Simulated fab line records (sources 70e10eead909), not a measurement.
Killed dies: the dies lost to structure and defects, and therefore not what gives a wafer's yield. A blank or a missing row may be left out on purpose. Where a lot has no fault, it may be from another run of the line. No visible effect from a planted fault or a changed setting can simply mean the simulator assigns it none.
A struck lot beside a sound one	flow nandHarc	25 out of 1302 route steps
Sound: these wafers, L209.2, L209.5, L209.6. The struck wafers were L213.1, L213.2, L213.6. The cause comes at the end.
Per side, at each step with rows, come the tool, then ch with its chambers, and then its first start. Under that, the readings that differ: sound wafers	struck wafers	difference of the means	sigmas: that difference in standard deviations of wafers without a fault.
alike: same words and numbers on both sides, and readings whose means sit less than 2 such deviations apart. not compared: any withheld reading, any reading some wafer has no value for, any bound like >300 that may hide the same value, and any number with overlapping values for which the record gives no deviation.
A row with sigmas, a row that says differs or no value, or rows on one side alone: a step with any of these is where the two part. When numbers do not overlap yet have no deviation, they are printed without sigmas and do not part them. Lack of a reading on every wafer of one side parts them only where that side has two or more wafers.

first, 1 step without rows for these wafers: NHARC_A_M0_SRD_25.
NHARC_A_M0_INSPECT_27:
  sound on defectInspect-02 at day 26 09:08; struck on defectInspect-01 at day 27 19:49
  alike: rawDefectCount
NHARC_A_M0_PRE_CLEAN_31: time 12 s.
  sound on pecvd-04 ch 0,1,2, day 26 09:14; struck on pecvd-02 ch 0,1, day 27 19:52
  alike: heaterPowerW
  not compared: sinceWetCleanH
NHARC_A_M0_DEP_32: deposits SiCN, target thk 30 nm.
  sound on pecvd-04 ch 0,1,2, day 26 09:23; struck on pecvd-02 ch 0,1, day 27 19:57
  alike: heaterPowerW
  not compared: sinceWetCleanH
then, 7 steps without rows for these wafers: NHARC_A_M1_DEP_00 (deposits SiOC, target thk 182.5 nm); NHARC_A_M1_DEHYDRATE_01 (time 120 s); NHARC_A_M1_HMDS_02 (time 30 s); NHARC_A_M1_COAT_34 (time 65 s); NHARC_A_M1_COAT_03 (resist thk 90 nm); NHARC_A_M1_SOFTBAKE_04 (time 55 s); NHARC_A_M1_EBR_05.
NHARC_A_M1_EXPOSE_06: exposes mask A M1, target cd 120 nm.
  sound on arfiScanner-01 ch 0, day 26 10:26; struck on arfiScanner-02 ch 0, day 27 20:56
reading	sound	struck	difference	sigmas
exposureDoseMJCm2	75.08 75.03 75.02	82.19 82.20 82.21	+7.16	+97
  alike: mask
then, 2 steps without rows for these wafers: NHARC_A_M1_PEB_07 (peb time 65 s); NHARC_A_M1_DEVELOP_08 (develop time 35 s).
NHARC_A_M1_CD_MEAS_09 targets a cd of 120 nm.
  sound on cdSem-03 ch 0, day 26 10:34; struck on cdSem-01 ch 0, day 27 21:04
reading	sound	struck	difference	sigmas
cdNm (nm)	120.1 120.5 120.1	126.0 125.9 126.9	+6.0	+8
NHARC_A_M1_OVL_MEAS_10: pitch 240 nm.
  sound on overlay-01 at day 26 10:40; struck on overlay-01 at day 27 21:10
reading	sound	struck	difference	sigmas
overlayYNm (nm)	1.7 1.9 1.7	-1.3 -1.2 -1.7	-3.2	-4
  alike: overlayXNm
NHARC_A_M1_INSPECT_11:
  sound on defectInspect-01 at day 26 10:42; struck on defectInspect-01 at day 27 21:12
  alike: rawDefectCount
NHARC_A_M1_DESCUM_14: chemistry O2, time 3 s.
  sound on rieDiel-01 ch 0,1,2, day 26 10:47; struck on rieDiel-01 ch 1,2, day 27 21:16
reading	sound	struck	difference	sigmas
model.A_M1.cdNm (nm)	120 120.9 120.1	126.6 126 126.7	+6.1	
  alike: drypumpMotorCurrentA, oesProductAu, rfVppV, showerheadPlenumPTorr, throttleValvePct
  not compared: rfHoursCounterH
NHARC_A_M1_ETCH_35: etches the open film in N2/H2, target depth 40 nm, overetch 12 nm, time 43.94 s.
  sound on rieDiel-01 ch 0,2,3, day 26 10:51; struck on rieDiel-01 ch 2,3, day 27 21:22
  alike: drypumpMotorCurrentA, oesProductAu, rfVppV, showerheadPlenumPTorr, throttleValvePct
  not compared: rfHoursCounterH
NHARC_A_M1_ETCH_15: etches the open film in C4F8/Ar, target depth 182.5 nm, time 91.2 s.
  sound: rieDiel-01 ch 0,3; struck: rieDiel-01 ch 1,2,3
  alike: oesProductAu, rfVppV
  not compared: rfHoursCounterH
NHARC_A_M1_CD_MEAS_16:
  sound on cdSem-03 at day 26 11:04; struck on cdSem-02 at day 27 21:37
reading	sound	struck	difference	sigmas
cdNm (nm)	120.2 121.2 119.9	126.5 125.8 126.9	+6.0	+6
NHARC_A_M1_STRIP_18: strips in N2/H2.
  sound on rieDiel-01 ch 0,2,3, day 26 11:13; struck on rieDiel-01 ch 1,2, day 27 21:43
  alike: drypumpMotorCurrentA, oesProductAu, rfVppV, showerheadPlenumPTorr, throttleValvePct
  not compared: rfHoursCounterH
NHARC_A_M1_ETCH_28: etches the open film in CF4/N2, target depth 30 nm, time 72.99 s.
  sound: rieDiel-01 ch 2,3; struck: rieDiel-01 ch 2,3
reading	sound	struck	difference	sigmas
model.A_M1.cdNm (nm)	120.1 121.8 119.6	126.5 124.9 126.5	+5.5	
  alike: drypumpMotorCurrentA, oesProductAu, rfVppV, showerheadPlenumPTorr, throttleValvePct
  not compared: rfHoursCounterH
then, 1 step without rows for these wafers: NHARC_A_M1_STRIP_19 (strips in post etch residue remover, time 600 s).
NHARC_END_SORT_01:
  sound on prober-02 ch 0, day 28 00:38; struck on prober-02 ch 0, day 29 15:32
reading	sound	struck	difference	sigmas
killedAtPeriphery	2 1 3	7 5 13	+6	+2
  alike: defectLimitedYield, killedAtArray, killedAtOther, killedDies, killedOpen, killedShort

WHERE THEY PART
Earliest at NHARC_A_M1_EXPOSE_06; latest, in this record, at NHARC_END_SORT_01.

WHY: what the simulator had put in
Process parameters drifting: arfiScanner-02 at NHARC_A_M1_EXPOSE_06, beginning at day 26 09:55. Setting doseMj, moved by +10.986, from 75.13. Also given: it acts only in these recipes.
